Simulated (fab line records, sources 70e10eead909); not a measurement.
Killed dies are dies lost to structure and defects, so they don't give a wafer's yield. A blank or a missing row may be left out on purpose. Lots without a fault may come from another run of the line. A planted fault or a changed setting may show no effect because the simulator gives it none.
fab line records | flow nand_harc
record lots=24 wafers=72 last_day=33
route steps=1302 shown A_STAIRCASE@733
lots that met no fault: from a run of the same line without faults
start_h: hours from the record's first day to the start of the lot's first wafer shown | wait_h: hours since the lot's step before | " the same as in the row above | L1.1+2: a row that stands for several wafers | - no value, or no start given | * or withheld: withheld | < > ~ a bound
route shown NAME@n: a module of which the file shows steps, and the number in the route of the first | usual: mean/standard deviation of fault-free wafers | same: alike in all rows | chamber/n: place in a boat | sites: the reading at each site | _std_site: their standard deviation | _edge_site: outer sites' mean less inner sites' | radius_mm: how far each site lies from the wafer's centre | mask NAME#n: copy n | behind: the tool/chamber that last shaped the wafer | hold: why the lot was held/for how many hours/how that ended | device: the transistor (n, p or np) that didn't switch | end of line: the same wafers' tests at the end of the route | a step without rows: its recipe alone | killed: dies lost to structure and defects at the first sort, not the wafer's yield | map: a wafer's dies, x killed, . not, _ none there
set.NAME: the setting as run; set.NAME@STEP: as run at that earlier step | model.NAME: the simulator's own value behind a step, which no gauge read
steps of the route over a sample of lots; a table a step, a row a wafer
services: from which hour (start_h, from the record's first day; less than 0 if before it) a tool's chamber was out of use, for how many hours, and why
## steps
# step NHARC_A_STAIRCASE_DESCUM_219
# recipe time_s=3 o2_flow_sccm=200 ar_flow_sccm=0 bias_power_w=0 chemistry=O2
# usual drypump_motor_current_A=5.6/0.64 oes_product_au=1.000/0.012 rf_vpp_V=57.7/0.87 showerhead_plenum_p_Torr=1.89/0.059 throttle_valve_pct=11.311/0.0094
# columns lot.wafer tool chamber start_h wait_h drypump_motor_current_A oes_product_au rf_hours_counter_h rf_vpp_V showerhead_plenum_p_Torr throttle_valve_pct
L074.3 rie_diel-11 3 363.74 - 4.8 0.993 29 56.8 1.79 11.321
L074.4 " 1 " " 6.3 1.002 32 59.0 1.86 11.307
L074.2 " 2 " " 6.5 1.007 30 58.1 1.92 11.318
L076.3 rie_diel-11 2 364.99 - 6.5 1.020 31 58.8 1.92 11.318
L076.1 " 3 " " 4.8 0.991 30 56.4 1.79 11.312
L076.5 " 2 " " 6.5 1.018 - 58.5 1.92 11.328
L075.4 rie_diel-11 3 366.88 - 4.8 0.991 31 56.3 1.79 11.321
L075.2 " 0 " " 5.2 0.984 31 57.1 1.89 11.310
L075.1 " 1 " " 6.3 0.999 33 57.3 1.86 11.299
L077.1 rie_diel-13 0 395.80 - 5.6 0.994 14 57.4 1.90 11.309
L077.4 " 2 " " 6.3 1.002 17 59.1 1.94 11.322
L077.3 " 3 " " 5.3 1.016 15 57.7 1.98 11.302
L079.3 rie_diel-09 2 410.29 - 6.5 1.012 21 58.6 1.85 11.293
L079.4 " 3 " " 5.0 1.001 23 58.3 1.85 11.324
L079.6 " 2 " " 6.5 1.009 - 57.1 1.85 11.317
L078.3 rie_diel-13 3 412.86 - 5.3 1.012 19 55.2 1.98 11.301
L078.1 " 0 " " 5.6 0.983 19 58.6 1.90 11.317
L078.6 " 2 " " 6.3 1.009 - 56.2 1.94 11.298
L080.4 rie_diel-09 3 419.21 - 5.0 0.996 25 57.4 1.85 11.316
L080.2 " 0 " " 5.1 1.007 27 58.4 1.87 11.325
L080.5 " 0 " " 5.1 1.004 - 57.8 1.87 11.326
L081.1 rie_diel-13 0 443.47 - 5.6 0.992 29 56.6 1.90 11.321
L081.3 " 1 " " 4.9 0.997 32 58.5 1.93 11.318
L081.4 " 2 " " 6.3 1.010 - 57.0 1.94 11.315
L082.1 rie_diel-11 1 446.68 - 6.3 1.001 0 57.2 1.85 11.299
L082.2 " 2 " " 6.5 1.003 0 58.9 1.91 11.324
L082.5 " 0 " " 5.1 0.990 - 56.7 1.89 11.311
L084.1 rie_diel-13 3 454.35 - 5.3 1.007 30 58.7 1.98 11.304
L084.3 " 1 " " 5.0 0.989 35 57.8 1.93 11.321
L084.4 " 2 " " 6.3 0.993 36 57.9 1.94 11.306
L083.4 rie_diel-13 0 456.55 - 5.6 0.980 33 57.9 1.90 11.317
L083.2 " 1 " " 5.0 0.983 36 58.8 1.93 11.306
L083.5 " 0 " " 5.6 0.979 - 58.8 1.89 11.310
L085.4 rie_diel-13 1 468.91 - 5.0 0.990 - 57.5 1.93 11.305
L085.6 " 3 " " 5.3 1.006 - 58.3 1.97 11.299
L085.5 " 0 " " 5.6 0.985 - 57.6 1.89 11.318
L086.2 rie_diel-11 1 475.12 - 6.2 0.996 9 58.4 1.85 11.321
L086.4 " 2 " " 6.5 0.998 11 57.3 1.91 11.297
L086.1 " 3 " " 4.8 0.976 12 56.2 1.78 11.310
L088.3 rie_diel-11 2 498.95 - 6.5 1.006 15 57.8 1.91 11.298
L088.6 " 0 " " 5.1 0.991 - 56.8 1.88 11.301
L088.5 " 1 " " 6.3 0.986 - 57.6 1.85 11.318
L089.3 rie_diel-11 1 499.13 - 6.3 0.992 18 58.1 1.85 11.319
L089.5 " 3 " " 4.8 0.982 - 58.5 1.78 11.312
L089.6 " 0 " " 5.1 0.994 - 59.1 1.88 11.304
L087.1 rie_diel-09 3 510.10 - 5.0 1.008 2 59.0 1.84 11.293
L087.3 " 0 " " 5.1 1.016 2 56.5 1.86 11.323
L087.6 " 3 " " 5.0 1.008 - 57.1 1.84 11.327
L091.3 rie_diel-13 3 530.66 - 5.3 1.014 0 58.3 1.97 11.301
L091.1 " 0 " " 5.6 0.990 0 58.5 1.89 11.303
L091.5 " 0 " " 5.6 1.008 - 56.7 1.89 11.309
L092.2 rie_diel-11 0 535.60 - 5.2 0.995 34 58.3 1.88 11.302
L092.4 " 2 " " 6.5 1.015 33 57.2 1.90 11.292
L092.6 " 1 " " 6.3 0.992 - 57.3 1.85 11.307
L090.4 rie_diel-09 3 539.59 - 5.0 1.004 16 57.7 1.84 11.288
L090.6 " 3 " " 5.0 1.006 - 57.9 1.83 11.304
L090.5 " 0 " " 5.1 1.030 - 58.0 1.86 11.313
L093.3 rie_diel-11 2 556.79 - 6.5 1.000 39 57.9 1.90 11.325
L093.5 " 1 " " 6.3 0.985 - 56.7 1.84 11.309
L093.6 " 2 " " 6.5 1.008 - 57.0 1.90 11.318
L096.1 rie_diel-13 3 573.72 - 5.4 1.020 13 58.9 1.96 11.328
L096.2 " 0 " " 5.6 0.994 12 56.7 1.89 11.315
L096.5 " 2 " " 6.3 0.998 - 55.7 1.93 11.320
L097.3 rie_diel-11 3 574.26 - 4.8 0.986 42 56.7 1.77 11.316
L097.2 " 0 " " 5.1 0.997 51 58.9 1.87 11.320
L097.4 " 1 " " 6.3 1.001 43 58.9 1.84 11.320
L094.1 rie_diel-09 3 578.58 - 5.0 1.003 30 57.2 1.83 11.289
L094.3 " 0 " " 5.2 1.009 31 57.8 1.86 11.295
L094.4 " 3 " " 5.0 1.020 - 57.3 1.83 11.304
L095.1 rie_diel-11 0 579.14 - 5.1 1.003 53 56.9 1.87 11.318
L095.3 " 3 " " 4.8 0.992 44 57.6 1.77 11.305
L095.5 " 1 " " 6.3 1.011 - 57.7 1.84 11.314
# step NHARC_A_STAIRCASE_ETCH_232
# recipe target_depth_a=1000 time_s=40.5 ion_energy_ev=400 c4f8_flow_sccm=20 o2_flow_sccm=10 ar_flow_sccm=withheld rf_w=600 bias_w=1000 chemistry=C4F8/O2
# usual bias_w=1000/3.1 oes_product_au=0.944/0.016 rf_vpp_V=895/4.1
# columns lot.wafer tool chamber start_h wait_h bias_w oes_product_au rf_hours_counter_h rf_vpp_V
L074.2 rie_diel-11 1 - - 1003 0.927 33 891
L074.4 " 2 " " 1003 0.943 31 897
L074.3 " 3 " " 999 0.930 30 890
L076.3 rie_diel-09 0 - - 999 0.984 14 894
L076.1 " 2 " " 1003 0.951 15 892
L076.5 " 1 " " 999 0.968 - 904
L075.1 rie_diel-13 3 - - 1003 0.981 7 900
L075.2 " 0 " " 999 0.956 7 895
L075.4 " 1 " " 999 0.953 8 897
L077.1 rie_diel-09 3 - - 998 0.951 19 892
L077.3 " 0 " " 1005 0.950 21 893
L077.4 " 0 " " 1003 0.951 - 894
L079.3 rie_diel-09 0 - - 1001 0.956 26 893
L079.4 " 3 " " 996 0.935 24 891
L079.6 " 0 " " 1005 0.949 - 894
L078.1 rie_diel-13 1 - - 1001 0.944 22 899
L078.3 " 0 " " 999 0.939 19 896
L078.6 " 2 " " 994 0.959 - 898
L080.4 rie_diel-09 1 - - 996 0.966 29 903
L080.2 " 2 " " 1001 0.933 24 893
L080.5 " 1 " " 992 0.954 - 903
L081.3 rie_diel-13 2 - - 999 0.925 33 897
L081.1 " 1 " " 999 0.921 33 897
L081.4 " 0 " " 999 0.920 - 896
L082.1 rie_diel-11 1 - - 998 0.963 1 892
L082.2 " 0 " " 1003 0.949 1 894
L082.5 " 2 " " 995 0.945 - 895
L084.4 rie_diel-09 3 - - 999 0.923 41 892
L084.3 " 0 " " 1003 0.941 46 893
L084.1 " 2 " " 1001 0.925 36 892
L083.4 rie_diel-11 1 - - 993 0.950 4 894
L083.2 " 2 " " 997 0.945 5 896
L083.5 " 2 " " 1000 0.954 - 896
L085.4 rie_diel-13 1 - - 1003 0.931 - 898
L085.6 " 3 " " 1001 0.940 - 900
L085.5 " 0 " " 1001 0.924 - 894
L086.4 rie_diel-13 0 - - 997 0.929 40 894
L086.2 " 1 " " 1002 0.929 42 898
L086.1 " 3 " " 996 0.960 38 898
L088.3 rie_diel-11 2 - - 1003 0.947 17 896
L088.5 " 2 " " 1006 0.939 - 896
L088.6 " 3 " " 996 0.917 - 885
L089.3 rie_diel-11 0 - - 1002 0.937 19 894
L089.5 " 3 " " 996 0.909 - 886
L089.6 " 0 " " 1002 0.930 - 893
L087.3 rie_diel-09 1 - - 999 0.961 2 904
L087.1 " 3 " " 999 0.937 3 891
L087.6 " 1 " " 1004 0.956 - 904
L091.1 rie_diel-13 1 - - 999 0.937 1 897
L091.3 " 0 " " 1002 0.942 1 896
L091.5 " 1 " " 995 0.933 - 896
L092.4 rie_diel-11 2 - - 1001 0.949 34 895
L092.2 " 3 " " 1000 0.926 27 887
L092.6 " 2 " " 998 0.961 - 896
L090.4 rie_diel-13 3 - - 1000 0.945 5 900
L090.5 " 1 " " 999 0.909 - 897
L090.6 " 2 " " 998 0.937 - 898
L093.3 rie_diel-09 1 - - 1002 0.967 25 901
L093.6 " 2 " " 997 0.952 - 892
L093.5 " 3 " " 1003 0.945 - 891
L096.2 rie_diel-13 2 - - 1000 0.929 14 897
L096.1 " 1 " " 999 0.914 13 896
L096.5 " 3 " " 1002 0.937 - 900
L097.4 rie_diel-09 3 - - 1001 0.966 30 890
L097.3 " 1 " " 998 0.979 30 901
L097.2 " 2 " " 1005 0.965 30 892
L094.3 rie_diel-09 3 - - 1005 0.945 31 890
L094.1 " 0 " " 1000 0.958 32 892
L094.4 " 0 " " 1000 0.943 - 891
L095.3 rie_diel-13 0 - - 1008 0.930 16 895
L095.1 " 3 " " 1001 0.950 16 898
L095.5 " 0 " " 1012 0.928 - 893
# step NHARC_A_STAIRCASE_HM_DEP_456
# recipe target_thk_a=31000 temp_c=400 material=aC
# usual throttle_valve_pct=35.001/0.01
# columns lot.wafer tool chamber start_h wait_h throttle_valve_pct
L074.2 acl_dep-01 0 369.47 - 35.023
L074.3 " 0 " " 35.017
L074.4 " 0 " " 34.998
L076.1 acl_dep-01 0 371.00 - 34.998
L076.3 " 0 " " 35.015
L076.5 " 0 " " 34.997
L075.1 acl_dep-02 0 374.63 - 35.015
L075.2 " 0 " " 34.995
L075.4 " 0 " " 35.004
L077.1 acl_dep-02 0 401.24 - 34.994
L077.3 " 0 " " 35.001
L077.4 " 0 " " 34.990
L079.3 acl_dep-03 0 415.64 - 35.006
L079.4 " 0 " " 34.988
L079.6 " 0 " " 35.000
L078.1 acl_dep-03 0 418.76 - 35.008
L078.3 " 0 " " 35.029
L078.6 " 0 " " 35.001
L080.2 acl_dep-03 0 424.07 - 35.006
L080.4 " 0 " " 34.996
L080.5 " 0 " " 34.994
L081.1 acl_dep-01 0 448.54 - 35.011
L081.3 " 0 " " 35.014
L081.4 " 0 " " 35.006
L082.1 acl_dep-01 0 451.64 - 35.001
L082.2 " 0 " " 34.975
L082.5 " 0 " " 34.991
L084.1 acl_dep-01 0 462.80 - 34.993
L084.3 " 0 " " 35.001
L084.4 " 0 " " 35.005
L083.2 acl_dep-01 0 464.95 - 35.000
L083.4 " 0 " " 35.006
L083.5 " 0 " " 34.993
L085.4 acl_dep-03 0 474.84 - 35.004
L085.5 " 0 " " 34.993
L085.6 " 0 " " 35.005
L086.1 acl_dep-01 0 480.53 - 34.990
L086.2 " 0 " " 35.014
L086.4 " 0 " " 35.020
L088.3 acl_dep-01 0 505.83 - 34.995
L088.5 " 0 " " 35.009
L088.6 " 0 " " 34.993
L089.3 acl_dep-03 0 507.38 - 35.013
L089.5 " 0 " " 35.038
L089.6 " 0 " " 34.996
L087.1 acl_dep-01 0 515.52 - 35.000
L087.3 " 0 " " 35.002
L087.6 " 0 " " 34.992
L091.1 acl_dep-03 0 535.32 - 34.996
L091.3 " 0 " " 35.004
L091.5 " 0 " " 34.990
L092.2 acl_dep-02 0 540.54 - 35.003
L092.4 " 0 " " 35.010
L092.6 " 0 " " 35.001
L090.4 acl_dep-01 0 547.47 - 34.998
L090.5 " 0 " " 34.982
L090.6 " 0 " " 35.000
L093.3 acl_dep-03 0 566.66 - 35.007
L093.5 " 0 " " 35.011
L093.6 " 0 " " 35.005
L097.2 acl_dep-01 0 581.70 - 34.995
L097.3 " 0 " " 34.993
L097.4 " 0 " " 35.021
L096.1 acl_dep-02 0 583.08 - 35.001
L096.2 " 0 " " 34.995
L096.5 " 0 " " 35.010
L095.1 acl_dep-02 0 587.42 - 35.002
L095.3 " 0 " " 34.985
L095.5 " 0 " " 35.008
L094.1 acl_dep-01 0 590.27 - 35.008
L094.3 " 0 " " 35.014
L094.4 " 0 " " 34.992
# step NHARC_A_STAIRCASE_HM_DEP_459
# recipe target_thk_a=15000 temp_c=400 material=aC
# usual throttle_valve_pct=35.000/0.01
# columns lot.wafer tool chamber start_h wait_h throttle_valve_pct
L074.2 acl_dep-02 0 376.78 1.8 34.992
L074.3 " 0 " " 34.973
L074.4 " 0 " " 35.004
L076.1 acl_dep-02 0 378.32 1.0 34.982
L076.3 " 0 " " 35.017
L076.5 " 0 " " 35.005
L075.1 acl_dep-03 0 384.98 4.3 35.005
L075.2 " 0 " " 35.001
L075.4 " 0 " " 35.003
L077.1 acl_dep-03 0 408.10 1.1 34.982
L077.3 " 0 " " 34.998
L077.4 " 0 " " 35.010
L079.3 acl_dep-01 0 421.84 1.0 35.000
L079.4 " 0 " " 35.011
L079.6 " 0 " " 34.993
L078.1 acl_dep-01 0 424.63 0.1 34.975
L078.3 " 0 " " 35.007
L078.6 " 0 " " 35.021
L080.2 acl_dep-03 0 434.75 4.9 35.004
L080.4 " 0 " " 34.988
L080.5 " 0 " " 35.013
L081.1 acl_dep-01 0 454.64 0.1 35.006
L081.3 " 0 " " 35.004
L081.4 " 0 " " 34.980
L082.1 acl_dep-02 0 461.26 3.8 35.011
L082.2 " 0 " " 35.010
L082.5 " 0 " " 35.008
L084.1 acl_dep-02 0 468.68 0.1 34.979
L084.3 " 0 " " 34.986
L084.4 " 0 " " 34.986
L083.2 acl_dep-03 0 470.82 0.4 34.986
L083.4 " 0 " " 34.969
L083.5 " 0 " " 34.994
L085.4 acl_dep-02 0 480.71 1.0 34.998
L085.5 " 0 " " 34.999
L085.6 " 0 " " 34.998
L086.1 acl_dep-02 0 486.62 0.3 34.982
L086.2 " 0 " " 35.004
L086.4 " 0 " " 35.014
L088.3 acl_dep-01 0 512.07 0.7 34.998
L088.5 " 0 " " 35.005
L088.6 " 0 " " 34.998
L089.3 acl_dep-03 0 513.41 0.7 34.981
L089.5 " 0 " " 35.009
L089.6 " 0 " " 34.992
L087.1 acl_dep-02 0 521.31 0.1 34.979
L087.3 " 0 " " 35.009
L087.6 " 0 " " 34.988
L091.1 acl_dep-03 0 544.09 3.0 35.003
L091.3 " 0 " " 34.995
L091.5 " 0 " " 35.013
L092.2 acl_dep-03 0 549.49 3.6 35.016
L092.4 " 0 " " 35.002
L092.6 " 0 " " 35.007
L090.4 acl_dep-03 0 553.78 1.3 35.004
L090.5 " 0 " " 34.994
L090.6 " 0 " " 35.002
L093.3 acl_dep-03 0 572.55 0.7 35.009
L093.5 " 0 " " 34.988
L093.6 " 0 " " 35.002
L097.2 acl_dep-03 0 590.96 3.7 34.991
L097.3 " 0 " " 35.019
L097.4 " 0 " " 34.998
L096.1 acl_dep-02 0 593.02 4.1 35.007
L096.2 " 0 " " 35.004
L096.5 " 0 " " 35.005
L095.1 acl_dep-01 0 597.06 3.5 35.010
L095.3 " 0 " " 35.012
L095.5 " 0 " " 34.992
L094.1 acl_dep-02 0 599.14 3.0 35.010
L094.3 " 0 " " 35.009
L094.4 " 0 " " 35.014
# step NHARC_A_STAIRCASE_DESCUM_291
# recipe time_s=3 o2_flow_sccm=200 ar_flow_sccm=0 bias_power_w=0 chemistry=O2
# usual drypump_motor_current_A=5.6/0.61 oes_product_au=1.003/0.012 rf_vpp_V=57.7/0.86 showerhead_plenum_p_Torr=1.90/0.057 throttle_valve_pct=11.311/0.0091
# columns lot.wafer tool chamber start_h wait_h drypump_motor_current_A oes_product_au rf_hours_counter_h rf_vpp_V showerhead_plenum_p_Torr throttle_valve_pct
L074.2 rie_diel-13 0 379.20 - 5.6 0.999 9 57.9 1.90 11.326
L074.4 " 1 " " 5.0 0.995 11 57.1 1.94 11.304
L074.3 " 2 " " 6.4 0.990 11 57.0 1.94 11.334
L076.3 rie_diel-11 2 381.17 - 6.5 1.010 38 56.2 1.92 11.327
L076.1 " 3 " " 4.8 0.998 38 57.8 1.79 11.319
L076.5 " 3 " " 4.8 0.998 - 58.8 1.79 11.325
L075.1 rie_diel-13 2 387.83 - 6.3 1.004 13 58.2 1.94 11.294
L075.2 " 3 " " 5.3 1.024 12 57.6 1.98 11.320
L075.4 " 1 " " 5.0 0.978 12 57.1 1.94 11.309
L077.3 rie_diel-13 2 410.94 - 6.3 1.004 21 58.1 1.94 11.316
L077.4 " 3 " " 5.4 1.007 18 58.0 1.98 11.323
L077.1 " 1 " " 5.0 0.983 21 56.4 1.94 11.305
L079.3 rie_diel-11 0 424.09 - 5.1 1.004 47 58.0 1.89 11.299
L079.4 " 1 " " 6.2 1.018 49 57.3 1.86 11.302
L079.6 " 0 " " 5.1 1.005 - 57.7 1.89 11.302
L078.1 rie_diel-13 3 427.48 - 5.3 1.016 23 57.6 1.98 11.329
L078.3 " 0 " " 5.6 1.007 24 57.3 1.90 11.323
L078.6 " 3 " " 5.3 1.016 - 57.1 1.98 11.300
L080.2 rie_diel-09 0 437.35 - 5.1 1.018 33 59.8 1.87 11.287
L080.4 " 2 " " 6.5 0.989 28 58.6 1.85 11.304
L080.5 " 0 " " 5.2 1.024 - 57.0 1.87 11.311
L081.3 rie_diel-09 3 457.48 - 5.0 1.011 41 57.0 1.84 11.311
L081.4 " 0 " " 5.2 1.021 46 58.0 1.87 11.327
L081.1 " 1 " " 6.4 1.009 44 58.8 2.03 11.306
L082.2 rie_diel-13 0 464.13 - 5.6 0.994 35 58.7 1.89 11.312
L082.1 " 3 " " 5.3 1.016 33 58.3 1.98 11.308
L082.5 " 3 " " 5.3 1.016 - 59.1 1.97 11.317
L084.3 rie_diel-11 1 471.68 - 6.2 1.002 7 58.2 1.85 11.315
L084.1 " 2 " " 6.5 1.009 7 59.2 1.91 11.309
L084.4 " 3 " " 4.8 0.977 8 56.5 1.78 11.318
L083.4 rie_diel-13 3 473.37 - 5.4 1.018 36 57.0 1.97 11.305
L083.2 " 2 " " 6.3 1.002 38 56.5 1.94 11.302
L083.5 " 3 " " 5.3 1.011 - 57.4 1.97 11.330
L085.4 rie_diel-13 1 482.55 - 5.0 0.983 44 57.5 1.93 11.323
L085.5 " 0 " " 5.6 0.993 - 57.8 1.89 11.300
L085.6 " 1 " " 4.9 0.981 - 57.3 1.93 11.315
L086.4 rie_diel-11 1 489.46 - 6.2 1.004 12 59.5 1.85 11.322
L086.2 " 2 " " 6.5 1.021 13 58.2 1.91 11.308
L086.1 " 0 " " 5.2 1.006 13 56.8 1.88 11.312
L088.3 rie_diel-13 3 514.16 - 5.3 1.017 50 57.8 1.97 11.321
L088.5 " 2 " " 6.3 0.992 - 57.2 1.93 11.316
L088.6 " 3 " " 5.3 1.018 - 57.9 1.97 11.310
L089.3 rie_diel-09 0 515.71 - 5.2 1.016 4 57.7 1.86 11.295
L089.6 " 2 " " 6.5 1.014 - 57.0 1.84 11.304
L089.5 " 3 " " 5.0 1.012 - 58.5 1.84 11.308
L087.1 rie_diel-11 1 524.17 - 6.3 1.000 25 56.7 1.85 11.308
L087.3 " 0 " " 5.1 1.001 29 57.3 1.88 11.318
L087.6 " 1 " " 6.3 0.996 - 57.7 1.85 11.295
L091.1 rie_diel-11 1 547.16 - 6.3 1.000 34 56.9 1.84 11.311
L091.3 " 0 " " 5.1 0.991 38 56.7 1.88 11.309
L091.5 " 1 " " 6.2 1.002 - 55.9 1.84 11.317
L092.4 rie_diel-13 1 551.91 - 5.0 0.973 6 57.5 1.93 11.327
L092.2 " 3 " " 5.3 1.016 8 58.3 1.97 11.311
L092.6 " 0 " " 5.6 0.996 - 57.3 1.89 11.307
L090.4 rie_diel-11 3 556.21 - 4.8 0.981 32 56.3 1.77 11.316
L090.6 " 0 " " 5.1 0.986 - 58.4 1.88 11.325
L090.5 " 1 " " 6.2 1.003 - 55.6 1.84 11.289
L093.3 rie_diel-13 3 574.68 - 5.3 1.019 13 57.9 1.97 11.314
L093.6 " 2 " " 6.3 1.005 - 59.0 1.93 11.305
L093.5 " 3 " " 5.3 1.010 - 59.0 1.96 11.301
L097.3 rie_diel-09 0 593.50 - 5.1 1.017 35 57.8 1.85 11.307
L097.2 " 2 " " 6.5 1.014 31 57.6 1.83 11.294
L097.4 " 3 " " 5.1 1.004 34 57.1 1.83 11.312
L096.1 rie_diel-13 3 595.89 - 5.3 1.011 20 57.8 1.96 11.315
L096.2 " 0 " " 5.6 0.996 19 57.4 1.88 11.305
L096.5 " 2 " " 6.3 1.008 - 57.6 1.93 11.316
L095.1 rie_diel-13 1 599.93 - 4.9 1.002 19 59.4 1.92 11.299
L095.3 " 3 " " 5.3 1.013 21 57.6 1.96 11.315
L095.5 " 1 " " 5.0 0.985 - 58.9 1.92 11.312
L094.4 rie_diel-11 0 601.90 - 5.1 1.011 57 58.5 1.87 11.308
L094.3 " 2 " " 6.5 1.009 50 57.3 1.90 11.304
L094.1 " 3 " " 4.8 0.996 47 58.1 1.77 11.323
# step NHARC_A_STAIRCASE_HM_OPEN_460
# recipe o2_flow_sccm=400 cos_flow_sccm=20 ar_flow_sccm=0 rf_w=500 bias_w=300 chemistry=O2/COS
# usual bias_w=300.1/0.91 drypump_motor_current_A=5.6/0.61 oes_product_au=1.000/0.012 rf_vpp_V=466.9/2.1 showerhead_plenum_p_Torr=3.11/0.094 throttle_valve_pct=28.332/0.0093
# columns lot.wafer tool chamber start_h wait_h bias_w drypump_motor_current_A oes_product_au rf_hours_counter_h rf_vpp_V showerhead_plenum_p_Torr throttle_valve_pct
L074.4 rie_diel-13 3 - - 299.4 5.4 1.018 10 471.4 3.23 28.330
L074.3 " 0 " " 301.3 5.6 1.000 9 465.8 3.10 28.324
L074.2 " 1 " " 301.3 5.0 0.987 11 467.3 3.16 28.322
L076.1 rie_diel-11 3 - - 300.1 4.8 0.996 38 463.8 2.93 28.312
L076.3 " 0 " " 300.4 5.1 0.987 37 466.0 3.09 28.336
L076.5 " 3 " " 300.1 4.8 0.994 - 463.2 2.93 28.311
L075.1 rie_diel-13 2 - - 301.3 6.3 0.999 13 468.7 3.17 28.330
L075.4 " 0 " " 299.6 5.6 1.009 11 466.4 3.10 28.331
L075.2 " 1 " " 300.3 5.0 0.991 12 469.0 3.16 28.328
L077.3 rie_diel-13 1 - - 300.4 5.0 0.988 21 466.6 3.16 28.330
L077.1 " 2 " " 301.0 6.3 1.007 21 466.8 3.16 28.335
L077.4 " 0 " " 300.2 5.6 0.988 18 466.8 3.10 28.350
L079.3 rie_diel-11 0 - - 299.9 5.1 0.984 48 465.6 3.09 28.338
L079.4 " 1 " " 300.3 6.3 1.001 49 465.6 3.03 28.341
L079.6 " 3 " " 300.7 4.8 0.986 - 464.7 2.92 28.340
L078.1 rie_diel-13 0 - - 299.9 5.6 0.996 24 467.0 3.10 28.338
L078.3 " 1 " " 298.6 5.0 0.988 26 467.8 3.16 28.325
L078.6 " 0 " " 299.7 5.6 0.995 - 467.0 3.10 28.328
L080.4 rie_diel-09 0 - - 299.4 5.1 1.004 33 465.6 3.06 28.335
L080.2 " 3 " " 301.0 5.0 0.984 31 464.9 3.02 28.332
L080.5 " 1 " " 298.7 6.5 1.006 - 471.9 3.30 28.340
L081.1 rie_diel-09 1 - - 301.4 6.5 1.005 45 470.7 3.30 28.337
L081.4 " 2 " " 298.2 6.5 0.997 37 466.5 3.02 28.334
L081.3 " 0 " " 299.8 5.2 1.014 46 466.5 3.05 28.335
L082.2 rie_diel-13 1 - - 301.9 5.0 0.991 38 468.4 3.15 28.329
L082.1 " 3 " " 299.3 5.3 1.008 33 469.5 3.22 28.346
L082.5 " 1 " " 301.5 5.0 0.989 - 469.0 3.15 28.315
L084.3 rie_diel-11 2 - - 300.3 6.5 1.006 7 466.2 3.12 28.327
L084.4 " 3 " " 302.0 4.8 0.980 8 463.9 2.92 28.325
L084.1 " 1 " " 300.4 6.3 0.995 7 465.6 3.03 28.345
L083.2 rie_diel-13 2 - - 300.0 6.3 1.008 38 468.1 3.16 28.336
L083.4 " 3 " " 300.0 5.3 1.002 37 469.0 3.22 28.358
L083.5 " 2 " " 300.0 6.3 1.011 - 468.6 3.16 28.329
L085.4 rie_diel-13 2 - - 301.2 6.3 1.021 42 467.5 3.16 28.323
L085.6 " 3 " " 299.7 5.3 1.022 - 469.5 3.21 28.317
L085.5 " 0 " " 301.3 5.6 0.988 - 466.3 3.09 28.315
L086.2 rie_diel-11 1 - - 301.9 6.2 0.991 12 464.7 3.03 28.340
L086.4 " 2 " " 298.8 6.5 1.011 13 468.6 3.11 28.346
L086.1 " 3 " " 300.7 4.8 0.980 14 462.0 2.92 28.339
L088.3 rie_diel-13 0 - - 299.3 5.6 0.981 51 466.0 3.08 28.324
L088.5 " 3 " " 299.6 5.3 1.006 - 468.6 3.21 28.322
L088.6 " 0 " " 301.0 5.6 0.985 - 467.0 3.08 28.316
L089.3 rie_diel-09 1 - - 301.3 6.5 1.015 3 470.6 3.29 28.350
L089.5 " 0 " " 299.8 5.2 1.009 - 465.8 3.05 28.328
L089.6 " 1 " " 301.6 6.5 1.009 - 470.2 3.29 28.347
L087.3 rie_diel-11 2 - - 298.1 6.5 1.011 29 468.2 3.10 28.321
L087.1 " 0 " " 300.6 5.1 0.976 30 465.8 3.07 28.313
L087.6 " 1 " " 299.6 6.3 0.988 - 465.6 3.02 28.331
L091.3 rie_diel-11 2 - - 300.6 6.5 0.992 36 467.4 3.10 28.344
L091.1 " 0 " " 297.8 5.1 0.979 38 466.4 3.07 28.339
L091.5 " 3 " " 299.7 4.8 0.982 - 462.7 2.91 28.347
L092.2 rie_diel-13 1 - - 300.0 5.0 0.980 6 468.1 3.14 28.331
L092.4 " 2 " " 297.7 6.3 1.008 7 466.6 3.15 28.323
L092.6 " 3 " " 301.2 5.3 1.017 - 470.0 3.20 28.323
L090.4 rie_diel-11 3 - - 298.7 4.8 0.983 32 463.2 2.91 28.321
L090.6 " 3 " " 301.1 4.8 0.986 - 461.5 2.91 28.348
L090.5 " 0 " " 299.5 5.2 0.997 - 465.9 3.06 28.341
L093.3 rie_diel-13 1 - - 300.2 5.0 1.003 12 467.3 3.14 28.336
L093.6 " 3 " " 301.6 5.3 1.013 - 468.3 3.20 28.322
L093.5 " 0 " " 300.9 5.6 0.993 - 466.0 3.08 28.345
L097.4 rie_diel-09 0 - - 299.1 5.2 1.006 35 463.9 3.03 28.325
L097.2 " 1 " " 300.8 6.5 1.030 35 470.2 3.27 28.347
L097.3 " 3 " " 300.7 5.1 1.006 34 465.0 2.99 28.321
L096.1 rie_diel-13 0 - - 299.2 5.6 1.009 19 466.7 3.07 28.343
L096.2 " 2 " " 300.2 6.3 1.009 19 468.3 3.14 28.326
L096.5 " 0 " " 300.0 5.6 0.989 - 466.7 3.07 28.321
L095.3 rie_diel-13 0 - - 300.3 5.6 1.005 20 465.0 3.07 28.346
L095.1 " 1 " " 299.9 5.0 0.994 19 466.2 3.13 28.335
L095.5 " 3 " " 301.2 5.4 1.012 - 468.7 3.20 28.341
L094.1 rie_diel-11 1 - - 300.1 6.2 1.010 49 464.1 3.01 28.333
L094.4 " 2 " " 299.2 6.5 1.004 50 466.6 3.09 28.329
L094.3 " 3 " " 300.2 4.8 0.983 47 462.2 2.90 28.327
## services
# columns tool chamber start_h hours kind
rie_diel-13 - 343.03 9.0 pm
rie_diel-13 0 343.03 9.0 vent_cycle
rie_diel-13 1 343.03 9.0 vent_cycle
rie_diel-13 2 343.03 9.0 vent_cycle
rie_diel-13 3 343.03 9.0 vent_cycle
acl_dep-02 - 349.00 6.5 repair
rie_diel-13 0 352.03 - clean
rie_diel-13 0 352.03 - consumable_replace:esc
rie_diel-13 0 352.03 - consumable_replace:focus_ring
rie_diel-13 1 352.03 - clean
acl_dep-02 - 373.34 0.0 repair
acl_dep-01 - 374.67 13.0 pm
rie_diel-09 2 392.13 13.0 repair
acl_dep-02 - 424.57 13.0 pm
rie_diel-11 - 433.52 9.0 pm
rie_diel-13 2 458.66 13.8 repair
acl_dep-03 - 480.63 13.0 pm
rie_diel-09 3 489.26 9.1 repair
rie_diel-09 - 497.16 9.0 pm
rie_diel-11 1 505.11 6.3 repair
rie_diel-11 3 508.59 2.6 repair
acl_dep-03 - 518.95 0.1 repair
acl_dep-01 - 556.44 13.0 pm
rie_diel-09 2 577.28 8.8 repair
## key
fault none
